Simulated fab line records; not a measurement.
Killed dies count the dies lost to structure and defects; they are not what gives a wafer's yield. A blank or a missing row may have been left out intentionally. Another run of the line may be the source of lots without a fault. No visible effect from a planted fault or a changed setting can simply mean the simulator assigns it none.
fab line records -- flow nand_harc -- part 1 of 2: steps 1 to 21 of 29
record lots=5, wafers=15, last_day=33
route steps=1302 shown A_CHANNEL_HOLE_D1@479 A_CHANNEL_FILL_D1@490
lots that met no fault: from a run of the same line without faults
start_h: start of the lot's first displayed wafer, in hours after the record's first day -- wait_h: time in hours since the lot's previous step -- " unchanged from the row above -- L1.1+2: one row covering several wafers at once -- - no value, or no start given -- * or withheld: withheld -- < > ~ a bound
route shown NAME@n: names a module that has steps shown in the file, with the first one's number in the route -- usual: mean/standard deviation taken from wafers without a fault -- same: alike in all rows -- chamber/n: place in a boat -- sites: each site's reading -- _std_site: the values' standard deviation -- _edge_site: inner sites' mean taken away from outer sites' mean -- radius_mm: how far each site lies from the wafer's centre -- mask NAME#n: copy n -- behind: the tool/chamber that last shaped the wafer -- hold: why the lot was held/for how many hours/how that ended -- device: names the non-switching transistor (n, p or np) -- end of line: tests run on the same wafers once the route is complete -- step lacking rows: just its recipe -- killed: at the first sort, the dies lost to defects and structure; wafer yield is something else -- map: per-die view of a wafer (x killed, . not killed, _ where there is no die)
set.NAME: the setting that was run; set.NAME@STEP: the one run at that earlier step -- model.NAME: the simulator's own value behind a step, which no gauge read
lots seen at some steps along the route; tables by step, rows by wafer
services: when a tool's chamber went out of use (start_h, in hours from the record's first day, below 0 if earlier), for how many hours, and the reason
## steps
# step NHARC_A_CHANNEL_HOLE_D1_ETCH_33
# recipe bias_v=400, source_w=2000, pressure_mtorr=25, time_s=90, ar_flow_sccm=375, c4f8_flow_sccm=41.7, o2_flow_sccm=83.3, temp_c=-20, target_depth_a=4000, chemistry=C4F8/O2/Ar
# usual drypump_motor_current_A=5.8/0.69, he_backside_leak_sccm=6.8/1.1, showerhead_plenum_p_Torr=3.74/0.15, throttle_valve_pct=27.620/0.0091
# same time_s=90
lot.wafer,tool,chamber,start_h,wait_h,drypump_motor_current_A,he_backside_leak_sccm,rf_hours_counter_h,showerhead_plenum_p_Torr,throttle_valve_pct
L077.2,har_etch-02,1,213.23,0.2,6.1,6.0,313,3.80,27.633
L077.3,har_etch-02,0,213.23,0.2,6.7,7.4,-,3.50,27.617
L077.4,har_etch-02,1,213.23,0.2,6.1,6.1,-,3.80,27.613
L079.1,har_etch-02,0,238.09,0.3,6.7,7.3,332,3.49,27.632
L079.3,har_etch-02,0,238.09,0.3,6.7,8.0,-,3.49,27.631
L079.4,har_etch-02,0,238.09,0.3,6.7,7.7,-,3.49,27.624
L082.3,har_etch-01,1,270.73,0.2,5.3,6.5,-,3.90,27.614
L082.6,har_etch-01,0,270.73,0.2,4.9,6.4,-,3.74,27.614
L082.5,har_etch-01,1,270.73,0.2,5.4,6.3,-,3.90,27.598
L086.4,har_etch-01,0,301.19,0.2,4.9,6.5,-,3.74,27.615
L086.6,har_etch-01,0,301.19,0.2,4.9,6.5,-,3.74,27.618
L086.5,har_etch-01,1,301.19,0.2,5.3,6.8,-,3.89,27.616
L096.2,har_etch-01,1,400.08,0.2,5.4,7.2,217,3.85,27.633
L096.4,har_etch-01,0,400.08,0.2,5.0,6.9,-,3.70,27.599
L096.5,har_etch-01,1,400.08,0.2,5.4,7.3,-,3.85,27.624
# step NHARC_A_CHANNEL_HOLE_D1_STRIP_41
# recipe n2_flow_sccm=150, h2_flow_sccm=150, ar_flow_sccm=0, bias_w=0, chemistry=N2/H2
lot.wafer,tool,chamber,start_h,wait_h
L077.4+3+2,rie_diel-12,"1,3,0",213.72,0.4
L079.4+1+3,rie_diel-12,"1,2,0",238.82,0.5
L082.3+5+6,rie_diel-01,"0,3,0",271.18,0.4
L086.4+5+6,rie_diel-01,"3,2,3",301.66,0.4
L096.2+4+5,rie_diel-01,"1,3,2",400.57,0.5
# step NHARC_A_CHANNEL_HOLE_D1_STRIP_42
# recipe cf4_flow_sccm=100, chf3_flow_sccm=30, ar_flow_sccm=0, bias_w=0, chemistry=CF4/CHF3
lot.wafer,tool,chamber,start_h,wait_h
L077.4+3+2,rie_diel-12,"3,0,1",213.82,0.1
L079.1+3+4,rie_diel-12,"0,1,2",238.92,0.1
L082.3+5+6,rie_diel-01,"1,3,0",271.27,0.1
L086.4+6+5,rie_diel-01,"3,0,1",301.75,0.1
L096.4+2+5,rie_diel-01,"3,2,0",400.67,0.1
# step NHARC_A_CHANNEL_HOLE_D1_STRIP_43
# recipe o2_flow_sccm=400, cos_flow_sccm=20, ar_flow_sccm=0, bias_w=0, chemistry=O2/COS
lot.wafer,tool,chamber,start_h,wait_h
L077.4+3+2,rie_diel-12,"2,3,0",213.88,0.1
L079.3+1+4,rie_diel-12,"0,1,2",238.98,0.1
L082.3+5+6,rie_diel-01,"3,0,1",271.34,0.1
L086.4+5+6,rie_diel-01,"0,0,1",301.81,0.0
L096.2+4+5,rie_diel-01,"0,1,3",400.73,0.1
# step NHARC_A_CHANNEL_HOLE_D1_ETCH_44
# recipe target_depth_a=1400, overetch_a=140, time_s=77, ion_energy_ev=100, cf4_flow_sccm=80, o2_flow_sccm=20, ar_flow_sccm=0, rf_w=300, bias_w=100, chemistry=CF4/O2
# usual drypump_motor_current_A=5.7/0.48, oes_product_au=0.996/0.0078, rf_vpp_V=197.8/1.2, showerhead_plenum_p_Torr=1.34/0.042, throttle_valve_pct=13.397/0.008
# same time_s=77
lot.wafer,tool,chamber,start_h,wait_h,drypump_motor_current_A,oes_product_au,rf_hours_counter_h,rf_vpp_V,showerhead_plenum_p_Torr,throttle_valve_pct
L077.2,rie_diel-12,2,213.94,0.0,5.7,0.997,9,197.3,1.31,13.398
L077.3,rie_diel-12,3,213.94,0.0,6.1,0.985,8,197.5,1.30,13.392
L077.4,rie_diel-12,0,213.94,0.0,6.4,0.983,9,198.5,1.39,13.395
L079.3,rie_diel-12,1,239.04,0.1,5.1,0.986,11,195.8,1.32,13.396
L079.1,rie_diel-12,3,239.04,0.1,6.1,0.996,10,196.7,1.30,13.386
L079.4,rie_diel-12,0,239.04,0.1,6.5,0.987,9,198.9,1.39,13.389
L082.3,rie_diel-01,1,271.43,0.1,6.1,0.997,18,198.8,1.43,13.400
L082.5,rie_diel-01,2,271.43,0.1,5.5,1.011,-,196.8,1.36,13.399
L082.6,rie_diel-01,3,271.43,0.1,5.9,1.008,-,198.4,1.37,13.395
L086.4,rie_diel-01,2,301.87,0.1,5.5,1.005,31,198.2,1.35,13.402
L086.5,rie_diel-01,2,301.87,0.1,5.5,1.004,-,197.4,1.35,13.401
L086.6,rie_diel-01,3,301.87,0.1,5.8,1.002,-,196.7,1.37,13.396
L096.4,rie_diel-01,3,400.79,0.1,5.8,1.005,3,198.4,1.36,13.403
L096.2,rie_diel-01,2,400.79,0.1,5.5,1.007,4,196.3,1.35,13.397
L096.5,rie_diel-01,0,400.79,0.1,5.4,1.014,-,197.9,1.36,13.393
# step NHARC_A_CHANNEL_HOLE_D1_STRIP_27
# recipe o2_flow_sccm=500, ar_flow_sccm=0, bias_w=0, chemistry=O2
# usual drypump_motor_current_A=5.8/0.47, oes_product_au=0.995/0.0082, rf_vpp_V=57.9/0.73, showerhead_plenum_p_Torr=3.53/0.11, throttle_valve_pct=17.037/0.0079
lot.wafer,tool,chamber,start_h,wait_h,drypump_motor_current_A,oes_product_au,rf_hours_counter_h,rf_vpp_V,showerhead_plenum_p_Torr,throttle_valve_pct
L077.3,rie_diel-12,1,-,-,5.2,0.992,9,58.5,3.50,17.045
L077.2,rie_diel-12,2,-,-,5.7,0.992,9,58.5,3.45,17.021
L077.4,rie_diel-12,3,-,-,6.0,0.982,8,57.6,3.43,17.038
L079.1,rie_diel-12,0,-,-,6.5,0.987,9,58.7,3.66,17.039
L079.4,rie_diel-12,1,-,-,5.2,0.995,11,57.6,3.49,17.043
L079.3,rie_diel-12,2,-,-,5.7,0.999,11,57.9,3.45,17.060
L082.3,rie_diel-01,2,-,-,5.5,1.002,18,58.9,3.58,17.023
L082.5,rie_diel-01,3,-,-,5.9,1.007,-,57.7,3.61,17.037
L082.6,rie_diel-01,0,-,-,5.4,1.000,-,58.7,3.61,17.044
L086.4,rie_diel-01,1,-,-,6.1,0.997,29,57.9,3.76,17.036
L086.6,rie_diel-01,1,-,-,6.1,1.004,-,59.2,3.76,17.045
L086.5,rie_diel-01,2,-,-,5.5,1.003,-,58.0,3.57,17.037
L096.2,rie_diel-01,1,-,-,6.2,0.993,3,57.9,3.75,17.037
L096.4,rie_diel-01,2,-,-,5.5,1.000,4,58.9,3.56,17.045
L096.5,rie_diel-01,3,-,-,5.9,1.013,-,57.7,3.59,17.039
# step NHARC_A_CHANNEL_HOLE_D1_PRECLEAN_28
# recipe time_s=*, temp_c=50, bath_age_min=0, chemistry=SC1
# usual bath_guard_temp_C=50.0/0.47
# same time_s=*
lot.wafer,tool,chamber,start_h,wait_h,bath_guard_temp_C
L077.2,wet_bench-04,3,214.60,-,49.4
L077.4,wet_bench-04,4,214.60,-,50.2
L077.3,wet_bench-04,7,214.60,-,49.2
L079.4,wet_bench-01,0,239.70,-,49.8
L079.3,wet_bench-01,1,239.70,-,50.7
L079.1,wet_bench-01,3,239.70,-,49.3
L082.5,wet_bench-04,2,272.07,-,50.0
L082.6,wet_bench-04,5,272.07,-,50.0
L082.3,wet_bench-04,6,272.07,-,50.2
L086.5,wet_bench-04,1,302.54,-,50.5
L086.6,wet_bench-04,2,302.54,-,49.8
L086.4,wet_bench-04,3,302.54,-,49.5
L096.2,wet_bench-07,2,401.45,-,49.2
L096.4,wet_bench-07,3,401.45,-,49.1
L096.5,wet_bench-07,6,401.45,-,50.1
# step NHARC_A_CHANNEL_HOLE_D1_SRD_29
lot.wafer,tool,chamber,start_h,wait_h
L077.2+4+3,wet_bench-04,"3,4,7",-,-
L079.4+3+1,wet_bench-01,"0,1,3",-,-
L082.5+6+3,wet_bench-04,"2,5,6",-,-
L086.5+6+4,wet_bench-04,"1,2,3",-,-
L096.2+4+5,wet_bench-07,"2,3,6",-,-
# step NHARC_A_CHANNEL_HOLE_D1_CD_MEAS_30
# usual cd_nm=90.0/1.1
lot.wafer,tool,chamber,start_h,wait_h,cd_nm
L077.2,cd_sem-03,-,214.76,-,90.2
L077.3,cd_sem-03,-,214.76,-,89.6
L077.4,cd_sem-03,-,214.76,-,90.7
L079.1,cd_sem-02,-,239.84,-,89.2
L079.3,cd_sem-02,-,239.84,-,88.3
L079.4,cd_sem-02,-,239.84,-,89.5
L082.3,cd_sem-03,-,272.21,-,89.0
L082.5,cd_sem-03,-,272.21,-,88.1
L082.6,cd_sem-03,-,272.21,-,88.3
L086.4,cd_sem-02,-,302.67,-,88.7
L086.5,cd_sem-02,-,302.67,-,87.7
L086.6,cd_sem-02,-,302.67,-,87.6
L096.2,cd_sem-02,-,401.59,-,91.5
L096.4,cd_sem-02,-,401.59,-,91.5
L096.5,cd_sem-02,-,401.59,-,90.5
# step NHARC_A_CHANNEL_HOLE_D1_XSEM_31
# recipe landing_energy_ev=35000
# usual bot_cd_nm=74.6/1.2, bow_nm=8.7/0.35, tilt_deg=0.09/0.049
lot.wafer,tool,chamber,start_h,wait_h,bot_cd_nm,bow_nm,tilt_deg
L077.2,xsem-02,0,214.85,0.1,74.7,8.7,0.05
L077.3,xsem-02,0,214.85,0.1,73.9,8.5,0.05
L077.4,xsem-02,0,214.85,0.1,74.4,8.6,0.05
L079.1,xsem-02,0,239.93,0.1,74.7,8.7,0.08
L079.3,xsem-02,0,239.93,0.1,72.9,8.7,0.08
L079.4,xsem-02,0,239.93,0.1,74.8,8.7,0.08
L082.3,xsem-02,0,272.30,0.1,73.5,8.9,0.08
L082.5,xsem-02,0,272.30,0.1,72.9,8.9,0.08
L082.6,xsem-02,0,272.30,0.1,72.5,8.9,0.08
L086.4,xsem-01,0,302.76,0.1,72.8,8.3,0.20
L086.5,xsem-01,0,302.76,0.1,72.3,8.4,0.20
L086.6,xsem-01,0,302.76,0.1,71.8,8.4,0.21
L096.2,xsem-02,0,401.68,0.1,75.8,8.3,0.00
L096.4,xsem-02,0,401.68,0.1,76.1,8.2,0.00
L096.5,xsem-02,0,401.68,0.1,75.1,8.2,0.00
# step NHARC_A_CHANNEL_HOLE_D1_INSPECT_40
# usual raw_defect_count=75/26
lot.wafer,tool,chamber,start_h,wait_h,raw_defect_count
L077.2,defect_inspect-02,-,214.94,-,99
L077.3,defect_inspect-02,-,214.94,-,93
L077.4,defect_inspect-02,-,214.94,-,77
L079.1,defect_inspect-01,-,240.03,-,106
L079.3,defect_inspect-01,-,240.03,-,108
L079.4,defect_inspect-01,-,240.03,-,110
L082.3,defect_inspect-01,-,272.39,-,81
L082.5,defect_inspect-01,-,272.39,-,54
L082.6,defect_inspect-01,-,272.39,-,38
L086.4,defect_inspect-01,-,302.85,-,77
L086.5,defect_inspect-01,-,302.85,-,62
L086.6,defect_inspect-01,-,302.85,-,70
L096.2,defect_inspect-02,-,401.78,-,66
L096.4,defect_inspect-02,-,401.78,-,56
L096.5,defect_inspect-02,-,401.78,-,75
# step NHARC_A_CHANNEL_FILL_D1_PRECLEAN_00
# recipe time_s=*, temp_c=50, bath_age_min=0, chemistry=SC1
# usual bath_guard_temp_C=50.0/0.56
# same time_s=*
lot.wafer,tool,chamber,start_h,wait_h,bath_guard_temp_C
L077.2,wet_bench-06,2,215.00,0.1,49.4
L077.3,wet_bench-06,5,215.00,0.1,49.9
L077.4,wet_bench-06,6,215.00,0.1,49.7
L079.1,wet_bench-06,6,240.08,0.1,49.7
L079.4,wet_bench-06,0,240.08,0.1,49.7
L079.3,wet_bench-06,1,240.08,0.1,50.4
L082.3,wet_bench-03,4,272.44,0.0,49.2
L082.5,wet_bench-03,5,272.44,0.0,50.0
L082.6,wet_bench-03,1,272.44,0.0,50.5
L086.5,wet_bench-03,0,302.91,0.1,49.7
L086.4,wet_bench-03,2,302.91,0.1,50.8
L086.6,wet_bench-03,3,302.91,0.1,50.3
L096.2,wet_bench-06,5,401.83,0.0,49.9
L096.5,wet_bench-06,6,401.83,0.0,50.0
L096.4,wet_bench-06,0,401.83,0.0,49.5
# step NHARC_A_CHANNEL_FILL_D1_SRD_01
lot.wafer,tool,chamber,start_h,wait_h
L077.2+3+4,wet_bench-06,"2,5,6",-,-
L079.1+4+3,wet_bench-06,"6,0,1",-,-
L082.3+5+6,wet_bench-03,"4,5,1",-,-
L086.5+4+6,wet_bench-03,"0,2,3",-,-
L096.2+5+4,wet_bench-06,"5,6,0",-,-
# step NHARC_A_CHANNEL_FILL_D1_ALD_02
# recipe target_thk_a=60, pulse_time_s=10, ald_cycles=60, temp_c=300, material=SiO2
# usual heater_power_w=501/48, precursor_pulse_height_rel=0.997/0.019, susceptor_temp_C=300.00/0.17
# same ald_cycles=60, pulse_time_s=10
lot.wafer,tool,chamber,start_h,wait_h,heater_power_w,precursor_pulse_height_rel,susceptor_temp_C
L077.4,ald_hk-04,3,215.14,-,602,1.002,299.88
L077.2,ald_hk-04,0,215.14,-,442,1.049,299.65
L077.3,ald_hk-04,2,215.14,-,484,0.967,299.99
L079.3,ald_hk-03,2,240.22,-,475,0.985,300.00
L079.1,ald_hk-03,0,240.22,-,505,0.983,299.76
L079.4,ald_hk-03,1,240.22,-,493,1.007,300.00
L082.3,ald_hk-04,2,272.59,-,494,1.018,300.02
L082.6,ald_hk-04,2,272.59,-,488,1.048,299.77
L082.5,ald_hk-04,3,272.59,-,573,0.957,300.03
L086.4,ald_hk-04,2,303.38,-,504,0.960,300.26
L086.6,ald_hk-04,3,303.38,-,550,1.002,300.03
L086.5,ald_hk-04,0,303.38,-,439,0.954,299.75
L096.4,ald_hk-01,0,402.05,-,499,1.014,300.05
L096.2,ald_hk-01,2,402.05,-,585,0.987,300.05
L096.5,ald_hk-01,3,402.05,-,454,0.966,300.03
# step NHARC_A_CHANNEL_FILL_D1_ALD_03
# recipe target_thk_a=60, pulse_time_s=60, ald_cycles=58, temp_c=630, pressure_torr=2, material=SiNx
# usual precursor_pulse_height_rel=0.998/0.019, susceptor_temp_C=630.05/0.28
# same ald_cycles=58, pulse_time_s=60
lot.wafer,tool,chamber,start_h,wait_h,precursor_pulse_height_rel,susceptor_temp_C
L077.2,ald_sin_batch-01,0,-,-,1.006,629.74
L077.3,ald_sin_batch-01,0,-,-,0.953,629.94
L077.4,ald_sin_batch-01,0,-,-,0.994,629.34
L079.1,ald_sin_batch-02,0,-,-,0.990,629.79
L079.3,ald_sin_batch-02,0,-,-,1.009,629.81
L079.4,ald_sin_batch-02,0,-,-,1.003,630.04
L082.3,ald_sin_batch-03,0,-,-,0.956,630.16
L082.5,ald_sin_batch-03,0,-,-,1.010,630.31
L082.6,ald_sin_batch-03,0,-,-,1.017,629.85
L086.4,ald_sin_batch-02,0,-,-,1.001,-
L086.5,ald_sin_batch-02,0,-,-,1.013,-
L086.6,ald_sin_batch-02,0,-,-,0.983,-
L096.2,ald_sin_batch-03,0,-,-,1.016,630.39
L096.4,ald_sin_batch-03,0,-,-,1.026,630.00
L096.5,ald_sin_batch-03,0,-,-,0.983,629.96
# step NHARC_A_CHANNEL_FILL_D1_ALD_14
# recipe target_thk_a=25, pulse_time_s=10, ald_cycles=25, temp_c=300, material=SiO2
# usual heater_power_w=496/51, precursor_pulse_height_rel=1.000/0.021, susceptor_temp_C=299.99/0.2
# same ald_cycles=25, pulse_time_s=10
lot.wafer,tool,chamber,start_h,wait_h,heater_power_w,precursor_pulse_height_rel,susceptor_temp_C
L077.3,ald_hk-01,2,222.60,0.4,570,0.998,299.77
L077.2,ald_hk-01,0,222.60,0.4,473,0.998,300.18
L077.4,ald_hk-01,1,222.60,0.4,469,1.026,299.95
L079.4,ald_hk-04,2,248.14,0.5,498,1.027,-
L079.1,ald_hk-04,3,248.14,0.5,597,0.966,-
L079.3,ald_hk-04,1,248.14,0.5,489,1.033,-
L082.3,ald_hk-01,1,279.70,0.1,462,0.957,299.96
L082.5,ald_hk-01,0,279.70,0.1,479,1.021,300.24
L082.6,ald_hk-01,1,279.70,0.1,466,0.999,299.97
L086.4,ald_hk-03,2,310.26,0.2,468,1.012,299.81
L086.5,ald_hk-03,3,310.26,0.2,564,1.000,299.96
L086.6,ald_hk-03,0,310.26,0.2,486,0.999,299.75
L096.4,ald_hk-03,1,408.97,0.0,488,0.982,299.88
L096.2,ald_hk-03,0,408.97,0.0,486,1.000,300.21
L096.5,ald_hk-03,1,408.97,0.0,480,1.012,299.81
# step NHARC_A_CHANNEL_FILL_D1_ALD_15
# recipe target_thk_a=20, pulse_time_s=60, ald_cycles=19, temp_c=630, pressure_torr=2, material=SiNx
# usual precursor_pulse_height_rel=1.002/0.019, susceptor_temp_C=630.02/0.28
# same ald_cycles=19, pulse_time_s=60
lot.wafer,tool,chamber,start_h,wait_h,precursor_pulse_height_rel,susceptor_temp_C
L077.2,ald_sin_batch-01,0,-,-,1.035,630.09
L077.3,ald_sin_batch-01,0,-,-,1.002,630.04
L077.4,ald_sin_batch-01,0,-,-,1.004,630.21
L079.1,ald_sin_batch-02,0,-,-,0.970,-
L079.3,ald_sin_batch-02,0,-,-,1.009,-
L079.4,ald_sin_batch-02,0,-,-,1.012,-
L082.3,ald_sin_batch-01,0,-,-,1.010,-
L082.5,ald_sin_batch-01,0,-,-,1.017,-
L082.6,ald_sin_batch-01,0,-,-,0.976,-
L086.4,ald_sin_batch-02,0,-,-,0.991,630.51
L086.5,ald_sin_batch-02,0,-,-,1.017,630.09
L086.6,ald_sin_batch-02,0,-,-,0.989,629.92
L096.2,ald_sin_batch-01,0,-,-,1.005,630.17
L096.4,ald_sin_batch-01,0,-,-,0.978,630.06
L096.5,ald_sin_batch-01,0,-,-,0.970,630.26
# step NHARC_A_CHANNEL_FILL_D1_ALD_16
# recipe target_thk_a=15, pulse_time_s=10, ald_cycles=15, temp_c=300, material=SiO2
# usual heater_power_w=499/46, precursor_pulse_height_rel=1.001/0.02, susceptor_temp_C=300.03/0.19
# same ald_cycles=15, pulse_time_s=10
lot.wafer,tool,chamber,start_h,wait_h,heater_power_w,precursor_pulse_height_rel,susceptor_temp_C
L077.3,ald_hk-03,2,227.81,0.1,471,0.981,300.08
L077.2,ald_hk-03,3,227.81,0.1,568,0.999,299.91
L077.4,ald_hk-03,0,227.81,0.1,490,1.003,300.22
L079.3,ald_hk-04,3,255.11,1.9,601,1.025,299.86
L079.1,ald_hk-04,0,255.11,1.9,433,1.003,300.43
L079.4,ald_hk-04,1,255.11,1.9,491,1.052,299.74
L082.3,ald_hk-03,0,284.86,0.1,489,1.044,299.83
L082.5,ald_hk-03,3,284.86,0.1,568,1.030,299.71
L082.6,ald_hk-03,0,284.86,0.1,500,1.010,299.67
L086.4,ald_hk-04,1,315.34,0.1,460,0.968,299.69
L086.6,ald_hk-04,1,315.34,0.1,476,1.007,299.81
L086.5,ald_hk-04,2,315.34,0.1,491,1.019,299.92
L096.2,ald_hk-01,2,414.17,0.0,574,1.010,300.36
L096.4,ald_hk-01,3,414.17,0.0,454,0.987,300.22
L096.5,ald_hk-01,3,414.17,0.0,459,0.994,300.50
# step NHARC_A_CHANNEL_FILL_D1_ANNEAL_17
# recipe temp_c=850, time_s=1800
# usual spike_tc_top_C=862.2/1.5, tube_center_temp_C=850/0.083
# same time_s=1800
lot.wafer,tool,chamber,start_h,wait_h,spike_tc_top_C,tube_center_temp_C
L077.2,furnace-02,0,231.95,-,862.9,849.98
L077.3,furnace-02,0,231.95,-,862.1,849.9
L077.4,furnace-02,0,231.95,-,863.5,850.03
L079.1,furnace-07,0,258.40,-,857.2,849.96
L079.3,furnace-07,0,258.40,-,859.7,850.13
L079.4,furnace-07,0,258.40,-,860.4,850.05
L082.3,furnace-02,0,289.73,-,861.1,850.14
L082.5,furnace-02,0,289.73,-,862.8,849.99
L082.6,furnace-02,0,289.73,-,861.8,849.91
L086.4,furnace-02,0,318.57,-,862.2,849.99
L086.5,furnace-02,0,318.57,-,863.0,849.9
L086.6,furnace-02,0,318.57,-,863.3,850.03
L096.2,furnace-02,0,417.41,-,862.3,849.99
L096.4,furnace-02,0,417.41,-,864.0,850.05
L096.5,furnace-02,0,417.41,-,863.4,849.96
# step NHARC_A_CHANNEL_FILL_D1_CVD_18
# recipe target_thk_a=30, temp_c=550, material=poly-Si
# usual spike_tc_top_C=573.5/1.9, tube_center_temp_C=550/0.051
lot.wafer,tool,chamber,start_h,wait_h,spike_tc_top_C,tube_center_temp_C
L077.2,lpcvd_poly-01,0,238.50,-,572.9,549.97
L077.3,lpcvd_poly-01,0,238.50,-,574.1,549.97
L077.4,lpcvd_poly-01,0,238.50,-,573.9,549.97
L079.1,lpcvd_poly-03,0,264.90,-,573.6,550.05
L079.3,lpcvd_poly-03,0,264.90,-,571.8,549.91
L079.4,lpcvd_poly-03,0,264.90,-,571.9,550.08
L082.3,lpcvd_poly-01,0,296.15,-,572.8,550.01
L082.5,lpcvd_poly-01,0,296.15,-,571.3,550.01
L082.6,lpcvd_poly-01,0,296.15,-,574.3,550.02
L086.4,lpcvd_poly-01,0,325.03,-,571.6,549.96
L086.5,lpcvd_poly-01,0,325.03,-,572.7,550.11
L086.6,lpcvd_poly-01,0,325.03,-,574.2,550.01
L096.2,lpcvd_poly-03,0,423.95,-,572.2,550.01
L096.4,lpcvd_poly-03,0,423.95,-,571.5,549.91
L096.5,lpcvd_poly-03,0,423.95,-,572.5,549.97
# step NHARC_A_CHANNEL_FILL_D1_ETCHBACK_19
# recipe target_depth_a=50, time_s=1.7, hbr_flow_sccm=150, cl2_flow_sccm=50, rf_w=400, icp_w=400, bias_w=100, chemistry=HBr/Cl2
# usual drypump_motor_current_A=5.9/0.36, he_backside_leak_sccm=2.7/0.33, oes_product_au=1.000/0.0063, throttle_valve_pct=26.405/0.0086
# same time_s=1.7
lot.wafer,tool,chamber,start_h,wait_h,drypump_motor_current_A,he_backside_leak_sccm,oes_product_au,rf_hours_counter_h,throttle_valve_pct
L077.4,rie_si-06,2,240.57,0.4,5.4,2.4,1.004,0.9,26.409
L077.3,rie_si-06,0,240.57,0.4,6.4,2.4,0.997,0.8,26.402
L077.2,rie_si-06,1,240.57,0.4,6.4,2.4,0.998,0.8,26.409
L079.3,rie_si-06,3,266.94,0.4,6.1,2.8,1.001,0.0,26.408
L079.4,rie_si-06,0,266.94,0.4,6.4,2.7,1.002,0.0,26.407
L079.1,rie_si-06,1,266.94,0.4,6.4,2.2,1.004,0.0,26.413
L082.3,rie_si-03,2,298.28,0.4,5.7,2.3,1.003,0.4,26.397
L082.5,rie_si-03,3,298.28,0.4,5.7,2.9,1.005,-,26.384
L082.6,rie_si-03,0,298.28,0.4,5.6,3.0,0.992,-,26.412
L086.4,rie_si-01,3,327.12,0.4,5.3,3.0,0.999,0.8,26.408
L086.5,rie_si-01,3,327.12,0.4,5.3,3.0,0.997,-,26.402
L086.6,rie_si-01,0,327.12,0.4,6.0,2.5,0.998,-,26.395
L096.2,rie_si-01,3,426.05,0.4,5.3,2.9,1.007,0.2,26.413
L096.5,rie_si-01,0,426.05,0.4,6.0,2.8,1.009,-,26.402
L096.4,rie_si-01,3,426.05,0.4,5.3,2.8,1.009,-,26.398
